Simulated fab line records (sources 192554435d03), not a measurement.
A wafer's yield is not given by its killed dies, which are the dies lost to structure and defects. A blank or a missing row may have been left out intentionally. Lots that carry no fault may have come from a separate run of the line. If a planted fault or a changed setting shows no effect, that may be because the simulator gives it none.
fab line records	flow n5-finfet
record: lots: 7	wafers: 21	last-day: 17
route steps=1938 shown BEOL_M12@1617
lots with no fault: from the same line, run without faults
start-h: hours from the record's first day to the start of the lot's first wafer shown	wait-h: hours from the lot's prior step to this one	" repeats the value in the row above	L1.1+2: a row that stands for several wafers	- either no value or no given start	* or withheld: withheld	< > ~ a bound
route shown NAME@n: a module of which the file shows steps, and the number in the route of the first	usual: mean and standard deviation over wafers with no fault	same: alike in all rows	chamber/n: place in a boat	sites: the reading at each site	_std_site: standard deviation of those values	_edge_site: inner sites' mean taken away from outer sites' mean	radius-mm: for every site, how far away it sits from the centre of the wafer	mask NAME#n: copy n	behind: the most recent tool/chamber to have shaped the wafer	hold: reason for holding the lot/hours on hold/outcome of the hold	device: names the non-switching transistor (n, p or np)	end of line: tests of these same wafers at the route's end	step lacking rows: just its recipe	killed: at the first sort, the dies lost to defects and structure; wafer yield is something else	map: a wafer's dies, x killed, . not, _ none there
set.NAME: setting as actually run; set.NAME@STEP: the setting as run at that earlier step	model.NAME: the simulator's own value behind a step, which no gauge read
lots at some steps of the route; a table a step, a row a wafer
services: from which hour (start-h, from the record's first day; less than 0 if before it) a tool's chamber was out of use, for how many hours, and why
== steps ==
step: N5_BEOL_M12_VIA_ETCH_16
recipe: chemistry: C4F8/O2/Ar	target: SiOC	pressure-mtorr: 30	source-w: 3000	bias-w: 700	Ar_flow_sccm: 400	C4F8_flow_sccm: 15	O2_flow_sccm: 8	he-inner-torr: 15	he-outer-torr: 30	target-depth-a: 7248	time-s: withheld	ion-energy-ev: 250	ends: cleared
usual: drypump-motor-current-A: 5.8/0.57	mfc-ar-sccm: 400.1/1.3	oes-product-au: 0.70/0.083	rf-fwd-power-W: 2992/9.8	rf-vpp-V: 665/3.4	showerhead-plenum-p-Torr: 3.41/0.12	throttle-valve-pct: 24.24/0.25
lot.wafer	tool	chamber	start-h	wait-h	drypump-motor-current-A	mfc-ar-sccm	oes-product-au	rf-fwd-power-W	rf-vpp-V	showerhead-plenum-p-Torr	throttle-valve-pct
L821.2	rie-diel-06	0	235.10	0.0	5.8	399.2	0.62	2979	661	3.22	24.39
L821.3	"	1	"	"	5.5	401.8	0.62	3009	661	3.25	24.63
L821.5	"	0	"	"	5.8	399.7	0.63	2981	662	3.22	24.40
L828.1	rie-diel-05	2	284.99	0.0	6.2	400.5	0.63	2983	662	3.40	24.67
L828.3	"	3	"	"	5.4	400.2	0.74	2980	662	3.34	24.20
L828.5	"	0	"	"	6.4	400.0	0.71	2985	665	3.45	24.32
L833.2	rie-diel-06	3	332.21	0.0	5.0	398.5	0.63	2977	661	3.25	23.80
L833.4	"	0	"	"	5.8	401.1	0.84	3006	671	3.60	24.19
L833.6	"	1	"	"	5.5	398.5	0.60	2983	661	3.24	24.66
L831.1	rie-diel-02	1	334.90	0.0	6.7	398.6	0.69	2983	669	3.58	24.01
L831.2	"	0	"	"	5.7	401.0	0.66	2979	666	3.39	24.33
L831.4	"	3	"	"	5.7	399.9	0.88	2985	663	3.39	24.14
L838.4	rie-diel-05	3	354.38	0.1	5.4	399.8	0.71	2978	663	3.32	24.22
L838.5	"	1	"	"	6.7	400.7	0.65	2986	665	3.43	24.01
L838.6	"	0	"	"	6.4	400.8	0.69	2998	665	3.44	24.36
L835.1	rie-diel-06	1	354.89	0.0	5.5	400.0	0.60	3004	660	3.23	24.68
L835.3	"	0	"	"	5.8	399.4	0.83	2983	671	3.60	24.20
L835.4	"	3	"	"	5.0	400.5	0.62	2986	659	3.25	23.81
L837.2	rie-diel-02	0	372.03	0.0	5.7	401.4	0.66	2990	664	3.39	24.35
L837.4	"	1	"	"	6.7	400.0	0.68	2979	668	3.57	24.04
L837.6	"	3	"	"	5.7	397.3	0.83	2980	663	3.38	24.16
step: N5_BEOL_M12_STRIP_63
recipe: chemistry: N2/H2	power-w: 1000	temp-c: 250	h2-frac: 0.65	overash-fraction: 0.3	pressure-mtorr: 1000	n2-flow-sccm: 1750	h2-flow-sccm: 3250
usual: drypump-motor-current-A: 5.96/0.11	h2-flow-sccm: 3249/11	heater-power-w: 314/33	n2-flow-sccm: 1750/5.2	oes-product-au: 0.693/0.0052	strip-time-to-endpoint-s: 42.5/1
lot.wafer	tool	chamber	start-h	wait-h	drypump-motor-current-A	h2-flow-sccm	heater-power-w	n2-flow-sccm	oes-product-au	rf-hours-counter-h	strip-time-to-endpoint-s
L821.2	plasma-asher-01	0	235.30	-	6.10	3238	341	1755	0.696	123	42.3
L821.3	"	1	"	"	5.92	3239	316	1750	0.693	-	43.2
L821.5	"	1	"	"	5.93	3251	328	1757	0.691	-	42.3
L828.1	plasma-asher-02	0	285.19	-	6.02	3236	247	1754	0.704	73	44.2
L828.3	"	1	"	"	5.78	3240	279	1745	0.690	-	42.5
L828.5	"	0	"	"	6.03	3244	246	1750	0.691	-	40.6
L833.2	plasma-asher-02	0	332.41	-	6.02	3238	252	1742	0.686	81	42.5
L833.4	"	1	"	"	5.76	3255	277	1754	0.692	-	40.3
L833.6	"	1	"	"	5.77	3256	289	1747	0.695	-	41.0
L831.1	plasma-asher-01	0	335.10	-	6.06	3223	341	1741	0.694	144	44.6
L831.2	"	1	"	"	5.89	3248	330	1754	0.692	144	43.7
L831.4	"	1	"	"	5.88	3239	323	1759	0.697	-	41.9
L838.4	plasma-asher-01	1	354.51	-	5.89	3244	332	1748	0.685	-	41.3
L838.5	"	1	"	"	5.90	3253	329	1749	0.702	-	41.7
L838.6	"	0	"	"	6.10	3259	340	1751	0.685	-	40.1
L835.1	plasma-asher-02	0	355.09	-	6.03	3242	253	1750	0.701	86	43.2
L835.3	"	1	"	"	5.77	3270	285	1751	0.692	-	43.4
L835.4	"	0	"	"	6.02	3234	251	1748	0.700	-	42.4
L837.2	plasma-asher-01	0	372.24	-	6.11	3248	337	1748	0.693	152	42.2
L837.4	"	0	"	"	6.10	3257	329	1751	0.689	-	40.7
L837.6	"	1	"	"	5.90	3279	327	1743	0.689	-	40.0
step: N5_BEOL_M12_STRIP_64
recipe: chemistry: N2/H2	power-w: 1000	temp-c: 250	h2-frac: 0.65	overash-fraction: 0.3	pressure-mtorr: withheld	n2-flow-sccm: 1750	h2-flow-sccm: 3250
usual: drypump-motor-current-A: 5.97/0.11	h2-flow-sccm: 3251/10	heater-power-w: 314/33	n2-flow-sccm: 1750/4.9	oes-product-au: 0.714/0.0048	strip-time-to-endpoint-s: 31.34/0.078
lot.wafer	tool	chamber	start-h	wait-h	drypump-motor-current-A	h2-flow-sccm	heater-power-w	n2-flow-sccm	oes-product-au	rf-hours-counter-h	strip-time-to-endpoint-s
L821.2	plasma-asher-01	0	235.36	0.0	6.08	3254	343	1752	0.712	123	31.34
L821.3	"	1	"	"	5.86	3256	333	1743	0.705	-	31.34
L821.5	"	1	"	"	5.89	3252	333	1747	0.714	-	31.26
L828.1	plasma-asher-02	0	285.25	0.0	6.03	3245	246	1748	0.715	73	31.39
L828.3	"	1	"	"	5.78	3246	273	1744	0.719	-	31.41
L828.5	"	0	"	"	6.05	3254	254	1747	0.712	-	31.29
L833.2	plasma-asher-02	0	332.47	0.0	6.04	3259	253	1756	0.708	81	31.26
L833.4	"	1	"	"	5.78	3245	281	1751	0.706	-	31.26
L833.6	"	1	"	"	5.79	3236	284	1754	0.714	-	31.23
L831.1	plasma-asher-01	0	335.16	0.0	6.10	3247	342	1751	0.715	144	31.43
L831.2	"	1	"	"	5.87	3256	322	1740	0.711	144	31.43
L831.4	"	1	"	"	5.88	3241	333	1749	0.718	-	31.41
L838.4	plasma-asher-01	1	354.57	0.0	5.92	3277	327	1752	0.709	-	31.41
L838.5	"	1	"	"	5.92	3268	329	1747	0.713	-	31.33
L838.6	"	0	"	"	6.11	3256	346	1748	0.713	-	31.32
L835.1	plasma-asher-02	0	355.15	0.0	6.04	3259	255	1753	0.724	86	31.41
L835.3	"	1	"	"	5.78	3252	281	1737	0.718	-	31.46
L835.4	"	0	"	"	6.04	3244	255	1751	0.712	-	31.51
L837.2	plasma-asher-01	0	372.30	0.0	6.11	3247	340	1749	0.714	152	31.35
L837.4	"	0	"	"	6.09	3242	342	1758	0.716	-	31.34
L837.6	"	1	"	"	5.90	3267	325	1742	0.713	-	31.34
step: N5_BEOL_M12_STRIP_71
recipe: chemistry: post-etch-residue-remover	time-s: 60	temp-c: 25	remover-ph: withheld	remover-water-wt-pct: withheld	remover-fluoride-wt-pct: withheld
step: N5_BEOL_M12_SRD_72
recipe: time-s: 30	temp-c: 23	rinse-liquid: diw	dry: n2-spin	spin-rpm: 1500	dry-time-s: 30
step: N5_BEOL_M12_CD_MEAS_17
recipe: target-cd-nm: 140	polarity: opening
usual: cd-nm: 141.3/1.8
lot.wafer	tool	chamber	start-h	wait-h	cd-nm
L821.2	cd-sem-01	-	235.50	0.0	141.2
L821.3	"	-	"	"	141.6
L821.5	"	-	"	"	140.9
L828.1	cd-sem-02	-	285.40	0.0	139.4
L828.3	"	-	"	"	140.8
L828.5	"	-	"	"	143.0
L833.2	cd-sem-03	-	332.62	0.0	143.7
L833.4	"	-	"	"	141.0
L833.6	"	-	"	"	143.1
L831.1	cd-sem-03	-	335.30	0.0	142.5
L831.2	"	-	"	"	145.9
L831.4	"	-	"	"	142.7
L838.4	cd-sem-02	-	354.71	0.0	140.5
L838.5	"	-	"	"	141.8
L838.6	"	-	"	"	142.5
L835.1	cd-sem-02	-	355.30	0.0	139.3
L835.3	"	-	"	"	137.4
L835.4	"	-	"	"	142.0
L837.2	cd-sem-02	-	372.44	0.0	140.0
L837.4	"	-	"	"	138.7
L837.6	"	-	"	"	140.1
step: N5_BEOL_M12_COAT_65
recipe: resist: SOC	temp-c: 250	time-s: 60	spin-rpm: 1500	resist-thk-nm: 300
step: N5_BEOL_M12_COAT_66
recipe: resist: SiARC	temp-c: 220	time-s: 60	spin-rpm: 1500	resist-thk-nm: 110
step: N5_BEOL_M12_COAT_22
recipe: spin-rpm: 2888	resist-thk-nm: 300
step: N5_BEOL_M12_EBR_24
recipe: solvent: PGMEA	ebr-width-mm: 1.5
step: N5_BEOL_M12_SOFTBAKE_23
recipe: temp-c: 130	time-s: 60
step: N5_BEOL_M12_EXPOSE_25
recipe: mask-id: M12	na: 0.93	source-shape: conventional	sigma-outer: 0.4	polarization: unpolarized	dose-mj: 21.8
step: N5_BEOL_M12_PEB_26
recipe: peb-temp-c: 130	peb-time-s: 90
usual: chill-plate-temp-C: 23.00/0.11	exhaust-pa: 44.9/0.91
lot.wafer	tool	chamber	start-h	wait-h	chill-plate-temp-C	exhaust-pa
L821.2	litho-track-01	0	235.84	0.0	22.75	44.1
L821.3	"	0	"	"	22.94	46.4
L821.5	"	0	"	"	22.83	44.7
L828.1	litho-track-05	0	285.73	0.1	23.10	45.2
L828.3	"	0	"	"	23.02	45.1
L828.5	"	0	"	"	23.06	46.1
L833.2	litho-track-05	-	332.95	0.0	-	-
L833.4	"	-	"	"	-	-
L833.6	"	-	"	"	-	-
L831.1	litho-track-04	-	335.64	0.1	-	-
L831.2	"	-	"	"	-	-
L831.4	"	-	"	"	-	-
L838.4	litho-track-01	0	354.92	0.0	22.80	44.6
L838.5	"	0	"	"	23.06	44.6
L838.6	"	0	"	"	22.86	44.5
L835.1	litho-track-05	-	355.64	0.1	-	-
L835.3	"	-	"	"	-	-
L835.4	"	-	"	"	-	-
L837.2	litho-track-01	0	372.66	0.0	22.88	45.3
L837.4	"	0	"	"	22.89	44.5
L837.6	"	0	"	"	23.19	45.0
step: N5_BEOL_M12_DEVELOP_27
recipe: develop-time-s: 45	rinse-liquid: diw	dry: air-spin	dev-temp-c: 21
== services ==
tool	chamber	start-h	hours	kind
rie-diel-02	-	212.23	1.0	repair
rie-diel-06	-	227.77	0.4	repair
rie-diel-05	3	229.94	6.9	repair
rie-diel-05	2	235.44	7.4	repair
rie-diel-05	-	260.09	1.4	repair
plasma-asher-02	-	275.42	2.4	repair
rie-diel-06	0	287.51	-	clean
rie-diel-06	0	287.51	-	consumable-replace:focus-ring
rie-diel-06	0	287.51	-	consumable-replace:showerhead
rie-diel-06	0	287.51	16.2	scheduled-down
rie-diel-06	0	287.51	16.2	vent-cycle
rie-diel-02	0	294.09	10.7	repair
rie-diel-06	2	303.85	-	clean
rie-diel-06	2	303.85	-	consumable-replace:focus-ring
rie-diel-06	2	303.85	30.6	scheduled-down
rie-diel-06	2	303.85	30.6	vent-cycle
rie-diel-06	1	306.01	2.9	repair
rie-diel-02	3	315.16	-	clean
plasma-asher-01	-	329.49	0.4	repair
rie-diel-06	1	359.91	-	clean
rie-diel-06	1	359.91	-	consumable-replace:focus-ring
rie-diel-06	1	359.91	-	consumable-replace:showerhead
rie-diel-06	1	359.91	17.4	scheduled-down
rie-diel-06	1	359.91	17.4	vent-cycle
== key ==
first-sign: step: N5_BEOL_M12_PEB_26	reading: tool-record	direction: missing
effect none on later readings
met-at N5_BEOL_M12_PEB_26
struck-wafers L831.1,L831.2,L831.4,L833.2,L833.4,L833.6,L835.1,L835.3,L835.4
later-rows-left-out L831.1,L831.2,L831.4,L833.2,L833.4,L833.6,L835.1,L835.3,L835.4
sort-left-out L831.1,L831.2,L831.4,L833.2,L833.4,L833.6,L835.1,L835.3,L835.4
onset-between 285.73 332.95
fault: kind: skipped-step-whole	tool: litho-track-04,litho-track-05	chamber: -	onset-h: 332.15	steps: N5_BEOL_M12_PEB_26	scope: struck-lots-only
sort-left-out: the simulated sort isn't trusted on such a fault, so these wafers' sort isn't shown, and their yield isn't known
later-rows-left-out: the simulator's readings of these wafers behind a module that went badly wrong aren't trusted and aren't shown, but for the sort
